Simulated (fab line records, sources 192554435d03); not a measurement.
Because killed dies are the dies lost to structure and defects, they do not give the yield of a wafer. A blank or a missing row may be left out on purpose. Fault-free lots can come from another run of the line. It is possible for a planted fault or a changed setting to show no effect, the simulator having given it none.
fab line records + flow n5-finfet
record
- lots=4
- wafers=12
- last-day=16
route steps=1938 shown PMOS_HMC_CHANNEL_EPI@84 FIN_SAQP@90 FIN_CUT@165 BEOL_M4@1111 PASSIVATION@1936
lots that met no fault: from a run of the same line without faults
start-h: start of the lot's first displayed wafer, in hours after the record's first day + wait-h: hours from the lot's prior step to this one + " same as the row above + L1.1+2: a row that stands for several wafers + - value missing, or start not given + * or withheld: withheld + < > ~ a bound
route shown NAME@n: a module of which the file shows steps, and the number in the route of the first + usual: mean/standard deviation of fault-free wafers + same: alike in all rows + chamber/n: place in a boat + sites: each site's reading + _std_site: their standard deviation + _edge_site: inner sites' mean taken away from outer sites' mean + radius-mm: how far each site lies from the wafer's centre + mask NAME#n: copy n + behind: the tool/chamber that last shaped the wafer + hold: why the lot was held/for how many hours/how that ended + device: which transistor (n, p or np) failed to switch + end of line: the tests these same wafers got at the end of their route + step lacking rows: just its recipe + killed: dies lost to structure and defects at the first sort, not the wafer's yield + map: a wafer's dies, marking killed ones x, the rest . and places with no die _
set.NAME: setting as actually run; set.NAME@STEP: the setting as run at that earlier step + model.NAME: the simulator's own value behind a step, which no gauge read
lots at selected steps of the route; one table per step, one row per wafer
services: when a tool's chamber went out of use (start-h, in hours from the record's first day, below 0 if earlier), for how many hours, and the reason
## steps
# step N5_PMOS_HMC_CHANNEL_EPI_PRECLEAN_37
# recipe
- chemistry=O3/DIW
- time-s=45
- temp-c=22
- o3-ppm=10
# step N5_PMOS_HMC_CHANNEL_EPI_PRECLEAN_24
# recipe
- chemistry=DHF
- time-s=30
- temp-c=25
- dilution=withheld
# step N5_PMOS_HMC_CHANNEL_EPI_SRD_25
# recipe
- dry=ipa-marangoni
- do-ppb=5
- time-s=30
- temp-c=23
- rinse-liquid=diw
# step N5_PMOS_HMC_CHANNEL_EPI_EPI_26
# recipe
- material=Si
- target-thk-a=38
- temp-c=650
- precursor=SiH4/H2
- pressure-torr=20
- time-s=22.7
# step N5_FIN_SAQP_PRECLEAN_42
# recipe
- chemistry=O3/DIW
- time-s=60
- temp-c=22
- o3-ppm=10
# step N5_FIN_SAQP_PRECLEAN_00
# recipe
- chemistry=SC1
- time-s=60
- temp-c=55
- mix=1:2:50
# step N5_FIN_SAQP_PRECLEAN_44
# recipe
- chemistry=SC2
- time-s=45
- temp-c=35
- mix=1:1:50
# step N5_FIN_SAQP_SRD_01
# recipe
- dry=ipa-marangoni
- time-s=30
- temp-c=23
- rinse-liquid=diw
# step N5_FIN_SAQP_ALD_61
# recipe
- material=SiO2
- target-thk-a=40
- temp-c=300
- ald-precursor-family=BDEAS
- ald-co-reactant=O2-plasma
- pulse-time-s=1
- purge-time-s=2
- co-reactant-purge-time-s=2
- ald-cycles=43
- pressure-torr=2
# step N5_FIN_SAQP_DENSIFY_62
# recipe
- temp-c=700
- time-s=60
- ambient=N2
- idle-temp-c=600
- ramp-up-c-per-s=150
- ramp-down-c-per-s=60
- cool-to-c=600
# step N5_FIN_SAQP_HM_DEP_03
# recipe
- material=SiNx
- target-thk-a=380
- temp-c=400
- precursor=SiH4/NH3/N2
- pressure-torr=1.5
- rf-w=300
- time-s=33.6
# usual
- heater-power-w=812/98
- showerhead-plenum-p-Torr=5.15/0.066
- throttle-valve-pct=39.4/1.3
| lot.wafer | tool     | chamber | start-h | wait-h | heater-power-w | showerhead-plenum-p-Torr | throttle-valve-pct |
|-----------|----------|---------|---------|--------|----------------|--------------------------|--------------------|
| L947.4    | pecvd-02 | 0       | 94.27   | 0.1    | 876            | 5.18                     | 40.7               |
| L947.5    | "        | 2       | "       | "      | 744            | 5.18                     | 37.3               |
| L947.6    | "        | 1       | "       | "      | 590            | 5.09                     | 38.4               |
| L950.3    | pecvd-02 | 2       | 110.34  | 0.1    | 719            | 5.16                     | 37.4               |
| L950.4    | "        | 0       | "       | "      | 757            | 5.17                     | 40.7               |
| L950.6    | "        | 2       | "       | "      | 694            | 5.18                     | 37.6               |
| L952.1    | pecvd-03 | 2       | 123.40  | 0.2    | 819            | 5.05                     | 38.7               |
| L952.3    | "        | 0       | "       | "      | 857            | 5.13                     | 40.8               |
| L952.6    | "        | 0       | "       | "      | 868            | 5.14                     | 40.8               |
| L953.1    | pecvd-02 | 2       | 129.13  | 0.2    | 794            | 5.16                     | 37.3               |
| L953.4    | "        | 1       | "       | "      | 689            | 5.08                     | 38.4               |
| L953.6    | "        | 0       | "       | "      | 862            | 5.18                     | 40.9               |
# step N5_FIN_SAQP_PECVD_47
# recipe
- material=a-Si
- target-thk-a=450
- temp-c=400
- precursor=SiH4/He
- pressure-torr=3
- rf-w=100
- time-s=36.3
# step N5_FIN_SAQP_PECVD_48
# recipe
- material=SiNx
- target-thk-a=250
- temp-c=400
- precursor=SiH4/NH3/N2
- pressure-torr=1.5
- rf-w=300
- time-s=22.1
# step N5_FIN_SAQP_PECVD_06
# recipe
- material=a-Si
- target-thk-a=600
- temp-c=400
- precursor=SiH4/He
- pressure-torr=3
- rf-w=100
- time-s=48.1
# step N5_FIN_SAQP_HM_DEP_72
# recipe
- material=SiO2
- target-thk-a=120
- temp-c=400
- precursor=SiH4/N2O
- pressure-torr=0.75
- rf-w=275
- time-s=7.2
# step N5_FIN_SAQP_COAT_49
# recipe
- resist=SOC
- temp-c=250
- time-s=60
- spin-rpm=1500
- resist-thk-nm=100
# step N5_FIN_SAQP_COAT_50
# recipe
- resist=SiARC
- temp-c=220
- time-s=60
- spin-rpm=1500
- resist-thk-nm=35
# step N5_FIN_SAQP_COAT_10
# recipe
- resist=CAR-ArF
- spin-rpm=1500
- resist-thk-nm=90
# step N5_FIN_SAQP_EBR_12
# recipe
- solvent=PGMEA
- ebr-width-mm=1.5
# step N5_FIN_SAQP_SOFTBAKE_11
# recipe
- temp-c=110
- time-s=60
- resist=CAR-ArF
# step N5_FIN_SAQP_EXPOSE_13
# recipe
- mask-id=FIN_CORE
- na=1.35
- source-shape=dipole
- sigma-inner=0.538
- sigma-outer=0.738
- polarization=te
- target-cd-nm=35.6
- dose-mj=63.25
# step N5_FIN_SAQP_PEB_14
# recipe
- peb-temp-c=withheld
- peb-time-s=60
- resist=CAR-ArF
# step N5_FIN_SAQP_DEVELOP_15
# recipe
- develop-time-s=30
- developer=TMAH
- resist=CAR-ArF
- dev-temp-c=23
- rinse-liquid=diw
- dry=air-spin
# step N5_FIN_SAQP_DESCUM_21
# recipe
- chemistry=O2
- time-s=7.9
- source-power-w=50
- bias-power-w=20
- pressure-mtorr=20
- rf-frequency-hz=2.712e+07
- temp-c=40
- resist=CAR-ArF
- o2-flow-sccm=225
# step N5_FIN_SAQP_ETCH_51
# recipe
- chemistry=CF4
- target=SiARC
- target-depth-a=455
- mask-material=CAR-ArF
- time-s=75.8
- ion-energy-ev=80
- pressure-mtorr=40
- source-w=545
- bias-w=36
- Ar_flow_sccm=100
- cf4-flow-sccm=100
- ends=cleared
# step N5_FIN_SAQP_ETCH_52
# recipe
- chemistry=N2/H2
- target=SOC
- target-depth-a=1000
- overetch-a=200
- mask-material=SiARC
- temp-c=40
- time-s=150
- ion-energy-ev=200
- pressure-mtorr=30
- source-w=840
- bias-w=150
- n2-flow-sccm=200
- h2-flow-sccm=200
- ends=end-point
# step N5_FIN_SAQP_STRIP_53
# recipe
- chemistry=N2/H2
- temp-c=40
- n2-flow-sccm=200
- h2-flow-sccm=200
- rf-frequency-hz=6e+07
# step N5_FIN_SAQP_HM_OPEN_73
# recipe
- chemistry=CHF3/O2
- target=SiO2
- stop-on=a-Si
- target-depth-a=120
- over-etch-frac=1.8
- mask-material=SOC
- time-s=16.8
- pressure-mtorr=30
- source-w=650
- bias-w=170
- Ar_flow_sccm=200
- CHF3_flow_sccm=50
- O2_flow_sccm=5
- ion-energy-ev=200
- ends=end-point
# step N5_FIN_SAQP_STRIP_74
# recipe
- chemistry=CHF3/O2
- resist=SiARC
- rf-frequency-hz=6e+07
# step N5_FIN_SAQP_MANDREL_ETCH_22
# recipe
- target-depth-a=600
- chemistry=HBr/Cl2
- target=a-Si
- stop-on=SiNx
- bt-time-s=10
- over-etch-frac=0.5
- time-s=30
- pressure-mtorr=10
- icp-w=800
- bias-w=75
- HBr_flow_sccm=150
- Cl2_flow_sccm=80
- ends=end-point
# step N5_FIN_SAQP_STRIP_55
# recipe
- chemistry=N2/H2
- power-w=500
- temp-c=40
- pressure-mtorr=50
- rf-frequency-hz=6e+07
- overash-fraction=0.3
- bias-power-w=28
- h2-frac=0.5
- n2-flow-sccm=300
- h2-flow-sccm=300
# step N5_FIN_SAQP_STRIP_23
# recipe
- chemistry=SPM
- time-s=750
- temp-c=130
- h2so4-h2o2-vol-ratio=4
# step N5_FIN_SAQP_SRD_66
# recipe
- dry=ipa-marangoni
- time-s=30
- temp-c=23
- rinse-liquid=diw
# step N5_FIN_SAQP_RECESS_75
# recipe
- chemistry=HF/NH3
- target=SiO2
- target-depth-a=144
- afs-cycles=3
- temp-c=30
- sublimation-temp-c=180
- sublimation-time-s=60
# step N5_FIN_SAQP_SPACER1_ALD_24
# recipe
- material=SiO2
- target-thk-a=203
- temp-c=300
- ald-precursor-family=BDEAS
- ald-co-reactant=O2-plasma
- pulse-time-s=1
- purge-time-s=2
- co-reactant-purge-time-s=2
- ald-cycles=218
- pressure-torr=2
# step N5_FIN_SAQP_INSPECT_40
# recipe
- inspect-instrument=brightfield
- mode=aei
# usual
- raw-defect-count=231/64
| lot.wafer | tool              | chamber | start-h | wait-h | raw-defect-count |
|-----------|-------------------|---------|---------|--------|------------------|
| L947.4    | defect-inspect-02 | -       | 99.69   | 0.0    | 274              |
| L947.5    | "                 | -       | "       | "      | 241              |
| L947.6    | "                 | -       | "       | "      | 216              |
| L950.3    | defect-inspect-02 | -       | 116.08  | 0.0    | 372              |
| L950.4    | "                 | -       | "       | "      | 616              |
| L950.6    | "                 | -       | "       | "      | 229              |
| L952.1    | defect-inspect-01 | -       | 128.98  | 0.0    | 357              |
| L952.3    | "                 | -       | "       | "      | 245              |
| L952.6    | "                 | -       | "       | "      | 418              |
| L953.1    | defect-inspect-01 | -       | 134.48  | 0.0    | 249              |
| L953.4    | "                 | -       | "       | "      | 207              |
| L953.6    | "                 | -       | "       | "      | 657              |
# step N5_FIN_CUT_INSPECT_10
# recipe
- mode=adi
- inspect-instrument=brightfield
# usual
- raw-defect-count=42/13
| lot.wafer | tool              | chamber | start-h | wait-h | raw-defect-count |
|-----------|-------------------|---------|---------|--------|------------------|
| L947.4    | defect-inspect-02 | -       | 100.20  | 0.0    | 54               |
| L947.5    | "                 | -       | "       | "      | 49               |
| L947.6    | "                 | -       | "       | "      | 31               |
| L950.3    | defect-inspect-01 | -       | 116.60  | 0.0    | 62               |
| L950.4    | "                 | -       | "       | "      | 407              |
| L950.6    | "                 | -       | "       | "      | 32               |
| L952.1    | defect-inspect-01 | -       | 129.37  | 0.1    | 68               |
| L952.3    | "                 | -       | "       | "      | 44               |
| L952.6    | "                 | -       | "       | "      | 75               |
| L953.1    | defect-inspect-01 | -       | 135.00  | 0.1    | 25               |
| L953.4    | "                 | -       | "       | "      | 40               |
| L953.6    | "                 | -       | "       | "      | 413              |
# step N5_FIN_CUT_INSPECT_17
# recipe
- inspect-instrument=brightfield
- mode=aei
# usual
- raw-defect-count=234/65
| lot.wafer | tool              | chamber | start-h | wait-h | raw-defect-count |
|-----------|-------------------|---------|---------|--------|------------------|
| L947.4    | defect-inspect-01 | -       | 101.19  | 0.0    | 302              |
| L947.5    | "                 | -       | "       | "      | 254              |
| L947.6    | "                 | -       | "       | "      | 217              |
| L950.3    | defect-inspect-01 | -       | 117.58  | 0.0    | 377              |
| L950.4    | "                 | -       | "       | "      | 612              |
| L950.6    | "                 | -       | "       | "      | 267              |
| L952.1    | defect-inspect-02 | -       | 130.32  | 0.0    | 330              |
| L952.3    | "                 | -       | "       | "      | 239              |
| L952.6    | "                 | -       | "       | "      | 394              |
| L953.1    | defect-inspect-02 | -       | 135.95  | 0.0    | 253              |
| L953.4    | "                 | -       | "       | "      | 198              |
| L953.6    | "                 | -       | "       | "      | 642              |
# step N5_BEOL_M4_RC_MEAS_101
# usual
- DIBL_N=36.4/1.3
- DIBL_P=36.5/1.7
- IOFF_N=0.154/0.022
- IOFF_P=0.202/0.025
- ION_N=671/9.8
- ION_P=460/6.8
- SS_N=71.6/0.54
- SS_P=73.4/0.58
- VT_N=250.9/2.8
- VT_P=-251.4/2.7
| lot.wafer | tool      | chamber | start-h | wait-h | DIBL_N[mV/V] | DIBL_P[mV/V] | IOFF_N[nA/um] | IOFF_P[nA/um] | ION_N[uA/um] | ION_P[uA/um] | SS_N[mV/dec] | SS_P[mV/dec] | VT_N[mV] | VT_P[mV] |
|-----------|-----------|---------|---------|--------|--------------|--------------|---------------|---------------|--------------|--------------|--------------|--------------|----------|----------|
| L947.4    | prober-01 | 0       | 230.69  | 0.5    | 36.0         | 38.9         | 0.155         | 0.192         | 670          | 460          | 71.8         | 73.2         | 251.3    | -252.9   |
| L947.5    | "         | 0       | "       | "      | 34.5         | 37.5         | 0.130         | 0.163         | 668          | 451          | 71.6         | 72.3         | 254.5    | -258.2   |
| L947.6    | "         | 0       | "       | "      | 36.3         | 39.3         | 0.157         | 0.190         | 675          | 461          | 71.5         | 73.4         | 250.8    | -253.5   |
| L950.3    | prober-01 | 0       | 261.55  | 0.3    | 38.4         | 39.2         | 0.214         | 0.277         | 691          | 468          | 72.1         | 74.0         | 245.4    | -247.7   |
| L950.4    | "         | 0       | "       | "      | 36.5         | 35.6         | 0.162         | 0.218         | 676          | 462          | 71.5         | 72.8         | 249.8    | -249.8   |
| L950.6    | "         | 0       | "       | "      | 35.8         | 35.1         | 0.151         | 0.196         | 667          | 457          | 71.7         | 73.3         | 250.2    | -249.2   |
| L952.1    | prober-01 | 0       | 268.26  | 0.0    | 36.6         | 37.4         | 0.153         | 0.212         | 674          | 459          | 71.7         | 73.6         | 252.2    | -250.5   |
| L952.3    | "         | 0       | "       | "      | 35.0         | 34.5         | 0.117         | 0.174         | 641          | 448          | 71.2         | 72.7         | 256.2    | -253.7   |
| L952.6    | "         | 0       | "       | "      | 37.1         | 36.2         | 0.148         | 0.200         | 662          | 452          | 72.0         | 73.3         | 255.1    | -250.5   |
| L953.1    | prober-02 | 0       | 270.44  | 0.0    | 36.4         | 36.4         | 0.150         | 0.220         | 665          | 464          | 72.0         | 72.8         | 249.2    | -249.8   |
| L953.4    | "         | 0       | "       | "      | 36.1         | 35.2         | 0.142         | 0.202         | 663          | 459          | 71.1         | 72.6         | 252.9    | -249.2   |
| L953.6    | "         | 0       | "       | "      | 36.9         | 36.9         | 0.161         | 0.217         | 667          | 459          | 72.2         | 73.0         | 251.3    | -248.2   |
# step N5_PASSIVATION_PROBE_49
# usual
- defect-limited-yield=91.1/1.3
- killed_at_M0_to_M3=34/10
- killed_at_M4_up=14/5.7
- killed-at-contacts=12/5.9
- killed-at-front-end=41/12
- killed-at-other=4/3.1
- killed-dies=105/15
- killed-open=69/11
- killed-short=35/7.8
- sort_bin_5_function=5.3/0.81
- sort_bin_6_memory=3.3/0.75
- sort-n-pass=1075/15
- sort-yield-pct=91.1/1.3
# same
- gross-dies=1180
- killed-at-back-side=0
- sort_bin_4_leakage[%]=0
- sort_bin_8_speed[%]=0
| lot.wafer | tool      | chamber | start-h | wait-h | defect-limited-yield[%] | killed_at_M0_to_M3 | killed_at_M4_up | killed-at-contacts | killed-at-front-end | killed-at-other | killed-dies | killed-open | killed-short | sort_bin_5_function[%] | sort_bin_6_memory[%] | sort-n-pass | sort-yield-pct[%] |
|-----------|-----------|---------|---------|--------|-------------------------|--------------------|-----------------|--------------------|---------------------|-----------------|-------------|-------------|--------------|------------------------|----------------------|-------------|-------------------|
| L950.4    | prober-02 | -       | 368.64  | 0.5    | 83.6                    | 24                 | 17              | 11                 | 139                 | 3               | 194         | 58          | 29           | 10.4                   | 3.8                  | 986         | 83.6              |
| L953.1    | prober-01 | -       | 374.46  | 0.0    | 91.8                    | 38                 | 11              | 12                 | 33                  | 3               | 97          | 67          | 29           | 4.6                    | 3.6                  | 1083        | 91.8              |
| L953.6    | prober-01 | -       | 374.71  | 0.3    | 82.8                    | 28                 | 5               | 2                  | 168                 | 0               | 203         | 47          | 44           | 11.3                   | 3.9                  | 977         | 82.8              |
# killed by level:class
L950.4 FIN_SAQP:unspecified=107 BEOL_M1:geometric-particle:open=10 FIN_SAQP:geometric-particle:open=9 MOL_CONTACT_COAG:geometric-particle:open=8 BEOL_M4:geometric-particle:open=8 BEOL_M0_SAQP:geometric-particle:short=4 BEOL_M6:geometric-particle:open=4 FIN_SAQP:geometric-particle:short=3
L953.1 BEOL_M3:geometric-particle:open=18 FIN_SAQP:geometric-particle:short=11 MOL_CONTACT_COAG:geometric-particle:open=9 FIN_SAQP:geometric-particle:open=8 BEOL_M0_SAQP:geometric-particle:open=8 DUMMY_GATE:geometric-particle:open=4 BEOL_M4:geometric-particle:open=4 ILD0:geometric-particle:short=3
L953.6 FIN_SAQP:unspecified=110 FIN_SAQP:geometric-particle:short=17 GATE_CUT:geometric-particle:short=9 FIN_SAQP:geometric-particle:open=8 BEOL_M0_SAQP:geometric-particle:short=6 STI_FIN_REVEAL:geometric-particle:open=5 BEOL_M0_SAQP:geometric-particle:open=5 BEOL_M3:geometric-particle:open=5
# map L950.4 (x killed, . not)
_________________............________________
______________............x....._____________
___________.....................x..__________
__________..............x..........._________
________.x........................x..._______
_______..............x........x........______
______.x..............x..............x.._____
_____.......x......x.............x.......____
____..................x...................___
___........xx.x................x..x........__
___.........................x..............__
__..........x....................x.........._
__.............x.............x.............._
_...x...................x...............x....
_.........x.x....x......x...x......x.........
_...x............x....x......................
_..x.........x...x.x.xxxxx...........x.......
_........x...x...x.xxxxxxxxx......x......x...
_.......x....x...xxxxxxxxxxx.x..............x
_x...x......xx...xxxxxxxxxxxx.x..............
_x.........x...x.xxxxxxxxxxxx.x..........x...
__x........x.x...xxxxxxxxxxx...............x_
__......x...x....x.xxxxxxxxxx..............._
___..............xxxxxxxxxxxxx..x..........__
___..........x.....xx.xxxxx.xx.........x.x.__
____................xxxx.xxxx.x......x....___
_____...........x........x........x......____
______.....xx......xx...x.........x....._____
_______...............x.......x........______
________x......x.x...................._______
__________.x..x....x...x............_________
___________...............x........__________
______________........x.....x..._____________
_________________............________________
# map L953.6 (x killed, . not)
_________________............________________
______________.................x_____________
___________x.......................__________
__________.........................._________
________.x..x.......x....xx..........._______
_______.............x..................______
______.................xx..............._____
_____...................x........x.....xx____
____.......................x...x..........___
___....................................x...__
___......x..x..............x...............__
__..............x.....x......x..........x..._
__..x.................xx....x.x............._
_...x......................x..............x..
_...x....x.......x..............x.........x..
_........x..........x.xx.x.x.................
_.......x.........x..xxxx.x..................
_...x.x........x..x.x.xxxxxxx.x..............
_.....x.....x..x.xxxxxxxxxxx...x.......xx.x..
_...........x....xxxxxxxxxxxx.x..............
_...............x.xxxxxxxxxxx.x.....x......x.
__.x......x.......xxxxxxxxxx.x.x.....x......_
__.x......x.x....xxxxxxxxxxxx.x............._
___..x..x.........xxxxxxxxxxx..x.x.x...x...__
___....x........xxx.xxxxxxxx.....xx.....x..__
____......xx......x.xxxx.xxx.x.x..........___
_____.............x............x.........____
______.......xxx...x..x......x.........._____
_______......................x.....x...______
________........x.........x......x...._______
__________.....x........x..........._________
___________........................__________
______________............x....._____________
_________________.x.......x..________________
## services
| tool     | chamber | start-h | hours | kind   |
|----------|---------|---------|-------|--------|
| pecvd-03 | -       | 84.18   | 0.7   | repair |
| pecvd-03 | -       | 113.55  | 1.0   | repair |
| pecvd-03 | 1       | 117.22  | 11.6  | repair |
## key
first-sign
- step=N5_FIN_SAQP_INSPECT_40
- reading=raw-defect-count
- direction=up
- sigmas=6.3
- usual=231
- struck=636
effect
- step=N5_FIN_CUT_INSPECT_10
- reading=raw-defect-count
- direction=up
- sigmas=29
- usual=42
- struck=410
effect
- step=N5_FIN_CUT_INSPECT_17
- reading=raw-defect-count
- direction=up
- sigmas=6.1
- usual=234
- struck=627
effect
- step=N5_PASSIVATION_PROBE_49
- reading=killed-at-front-end
- direction=up
- sigmas=9.2
- usual=41
- struck=154
more-kills-born-at
- N5_FIN_SAQP_HM_DEP_03@pecvd-02=216
met-at N5_FIN_SAQP_HM_DEP_03
struck-wafers L950.4,L953.6
onset-between 94.27 110.34
fault
- kind=chamber-particle-source
- tool=pecvd-02
- chamber=0
- onset-h=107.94
- steps=N5_FIN_SAQP_HM_DEP_03
- rate-per-visit-cm2=0.56854
- end-h=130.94
